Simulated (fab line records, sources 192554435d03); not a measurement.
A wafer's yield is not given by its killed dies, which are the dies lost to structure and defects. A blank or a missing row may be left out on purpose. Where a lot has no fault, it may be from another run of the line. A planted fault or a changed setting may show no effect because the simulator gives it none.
Matching of chambers :: flow n5_finfet :: pecvd-04 running N5_BEOL_M11_DEP_56: 3 sister chambers
The step deposits SiCN from 3MS/NH3, target thk 30 nm, time 10.5 s. 16 wafers are shown with their chamber, then 8 later ones without.

## EACH WAFER AND ITS CHAMBER
wafer: L075.1
chamber: 1
throttle_valve_pct (%): 19.3
showerhead_plenum_p_Torr (Torr): 4.152
chamber_pressure_Torr (Torr): 3.008

wafer: L075.3
chamber: 2
throttle_valve_pct (%): 17.3
showerhead_plenum_p_Torr (Torr): 4.152
chamber_pressure_Torr (Torr): 3.001

wafer: L075.5
chamber: 1
throttle_valve_pct (%): 19.0
showerhead_plenum_p_Torr (Torr): 4.163
chamber_pressure_Torr (Torr): 3.011

wafer: L079.1
chamber: 0
throttle_valve_pct (%): 19.5
showerhead_plenum_p_Torr (Torr): 4.185
chamber_pressure_Torr (Torr): 2.989

wafer: L079.3
chamber: 2
throttle_valve_pct (%): 17.2
showerhead_plenum_p_Torr (Torr): 4.157
chamber_pressure_Torr (Torr): 2.992

wafer: L079.6
chamber: 2
throttle_valve_pct (%): 17.3
showerhead_plenum_p_Torr (Torr): 4.165
chamber_pressure_Torr (Torr): 2.986

wafer: L080.1
chamber: 1
throttle_valve_pct (%): 19.3
showerhead_plenum_p_Torr (Torr): 4.149
chamber_pressure_Torr (Torr): 2.985

wafer: L080.3
chamber: 0
throttle_valve_pct (%): 19.5
showerhead_plenum_p_Torr (Torr): 4.185
chamber_pressure_Torr (Torr): 2.993

wafer: L080.5
chamber: 1
throttle_valve_pct (%): 19.2
showerhead_plenum_p_Torr (Torr): 4.162
chamber_pressure_Torr (Torr): 2.997

wafer: L085.3
chamber: 0
throttle_valve_pct (%): 19.3
showerhead_plenum_p_Torr (Torr): 4.179
chamber_pressure_Torr (Torr): 2.989

wafer: L085.4
chamber: 1
throttle_valve_pct (%): 19.1
showerhead_plenum_p_Torr (Torr): 4.158
chamber_pressure_Torr (Torr): 2.988

wafer: L085.6
chamber: 0
throttle_valve_pct (%): 19.4
showerhead_plenum_p_Torr (Torr): 4.176
chamber_pressure_Torr (Torr): 3.003

wafer: L087.1
chamber: 0
throttle_valve_pct (%): 19.4
showerhead_plenum_p_Torr (Torr): 4.176
chamber_pressure_Torr (Torr): 2.992

wafer: L087.3
chamber: 2
throttle_valve_pct (%): 16.4
showerhead_plenum_p_Torr (Torr): 4.146
chamber_pressure_Torr (Torr): 2.993

wafer: L087.6
chamber: 0
throttle_valve_pct (%): 19.5
showerhead_plenum_p_Torr (Torr): 4.178
chamber_pressure_Torr (Torr): 2.998

wafer: L090.1
chamber: 2
throttle_valve_pct (%): 16.4
showerhead_plenum_p_Torr (Torr): 4.155
chamber_pressure_Torr (Torr): 2.992

SIGNATURES (means of the wafers above)
reading: throttle_valve_pct
chamber 0: 19.433
chamber 1: 19.180
chamber 2: 16.920
scatter within a chamber: 0.279

reading: showerhead_plenum_p_Torr
chamber 0: 4.17983
chamber 1: 4.15680
chamber 2: 4.15500
scatter within a chamber: 0.00576

reading: chamber_pressure_Torr
chamber 0: 2.99400
chamber 1: 2.99780
chamber 2: 2.99280
scatter within a chamber: 0.00787
Rule: distance of a wafer from a chamber = root of the sum over the readings of ((wafer's reading minus chamber's mean) / reading's scatter) squared. If the next closest chamber is less than 2 further off than the closest, the wafer can't be placed; otherwise it belongs to the closest. The scatter is the square root of a quotient: the sum, over the shown wafers, of each reading's squared deviation from its chamber's mean, divided by wafers minus chambers.

## WAFERS WITH NO CHAMBER GIVEN
wafer: L090.2
throttle_valve_pct (%): 19.5
showerhead_plenum_p_Torr (Torr): 4.180
chamber_pressure_Torr (Torr): 3.003

wafer: L090.5
throttle_valve_pct (%): 19.4
showerhead_plenum_p_Torr (Torr): 4.182
chamber_pressure_Torr (Torr): 2.993

wafer: L095.1
throttle_valve_pct (%): 19.4
showerhead_plenum_p_Torr (Torr): 4.185
chamber_pressure_Torr (Torr): 2.998

wafer: L095.3
throttle_valve_pct (%): 16.2
showerhead_plenum_p_Torr (Torr): 4.163
chamber_pressure_Torr (Torr): 2.991

wafer: L095.4
throttle_valve_pct (%): 19.1
showerhead_plenum_p_Torr (Torr): 4.181
chamber_pressure_Torr (Torr): 3.000

wafer: L094.1
throttle_valve_pct (%): 18.9
showerhead_plenum_p_Torr (Torr): 4.162
chamber_pressure_Torr (Torr): 3.008

wafer: L094.4
throttle_valve_pct (%): 19.5
showerhead_plenum_p_Torr (Torr): 4.177
chamber_pressure_Torr (Torr): 2.998

wafer: L094.6
throttle_valve_pct (%): 16.5
showerhead_plenum_p_Torr (Torr): 4.170
chamber_pressure_Torr (Torr): 3.000

## WHICH CHAMBER EACH ONE RAN IN
wafer: L090.2
from the rows above: 0
in truth: 0

wafer: L090.5
from the rows above: 0
in truth: 0

wafer: L095.1
from the rows above: 0
in truth: 0

wafer: L095.3
from the rows above: 2
in truth: 2

wafer: L095.4
from the rows above: 0
in truth: 0

wafer: L094.1
from the rows above: 1
in truth: 1

wafer: L094.4
from the rows above: 0
in truth: 0

wafer: L094.6
from the rows above: 2
in truth: 2
Correctly placed: 8 of 8. Left unplaced by these rows: 0. Placed wrongly: 0.
